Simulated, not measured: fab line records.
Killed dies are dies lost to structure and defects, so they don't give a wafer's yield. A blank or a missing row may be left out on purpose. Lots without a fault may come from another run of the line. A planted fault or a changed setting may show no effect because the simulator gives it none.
Which tool did it? ; flow n5Finfet ; route of 1938 steps, sampled at 1 step: 24 lots, 72 wafers

## WHAT THE GAUGES SHOWED, per wafer
N5_WELL_APT_INSPECT_10: inspects for defects (macro). Usual: rawDefectCount at 2.1, with a standard deviation of 1.4.
lot;measured;on;rawDefectCount;flag
L074;day 1 13:52;defectInspect-01;2 3 2;
L075;day 1 19:37;defectInspect-01;3 2 3;
L076;day 2 01:44;defectInspect-01;1 4 2;
L077;day 2 08:16;defectInspect-02;3 2 3;
L078;day 2 13:37;defectInspect-02;1 2 3;
L079;day 2 19:46;defectInspect-01;2 1 2;
L080;day 3 01:43;defectInspect-02;1 5 1;
L081;day 3 07:53;defectInspect-01;2 1 1;
L082;day 3 13:44;defectInspect-01;2 1 2;
L083;day 3 19:55;defectInspect-02;2 2 2;
L084;day 4 01:55;defectInspect-01;0 2 1;
L085;day 4 07:49;defectInspect-02;1 3 4;
L086;day 4 13:44;defectInspect-01;2 0 4;
L087;day 4 19:58;defectInspect-02;0 1 3;
L088;day 5 01:44;defectInspect-01;2 0 4;
L089;day 5 07:50;defectInspect-02;1 1 6;
L090;day 5 14:00;defectInspect-01;1 1 2;
L091;day 5 19:56;defectInspect-01;2 2 3;
L092;day 6 01:41;defectInspect-02;1 0 3;
L093;day 6 07:48;defectInspect-01;1 4 0;
L094;day 6 13:47;defectInspect-02;2 3 2;
L095;day 6 20:00;defectInspect-02;2 2 3;
L096;day 7 01:55;defectInspect-02;3 5 2;
L097;day 7 07:53;defectInspect-01;0 1 1;

## EACH LOT AND THE TOOL THAT RAN IT (in order: tool; ch and the chambers of the sampled wafers; start)
The record holds no process step before these readings.

## AS READ BY THE TOOLS THEMSELVES (means over the sampled wafers that have a number; for cases with no such wafer, the mark the record gives instead)
The record holds no such reading with a usual standard deviation.

## THE ANSWER, worked out from the rows above alone
Rule: a lot counts as off when the mean over its wafers that have a number is more than 3 standard deviations away from the usual mean. Also off: a lot with no number at a reading for which 4 or more lots have one. Where the step has rows for the other lots, those lots are counted as sound. After the gauges, taken in route order, come the tools' own readings; for these a lot's mean is taken, as printed above. The first step at which some lot is off is used, and at that step the reading that is off furthest; a lot without a number counts as furthest.
Across all readings shown, no lot is off: no conclusion can be drawn from this.

## WHAT HAD BEEN PUT IN BY THE SIMULATOR
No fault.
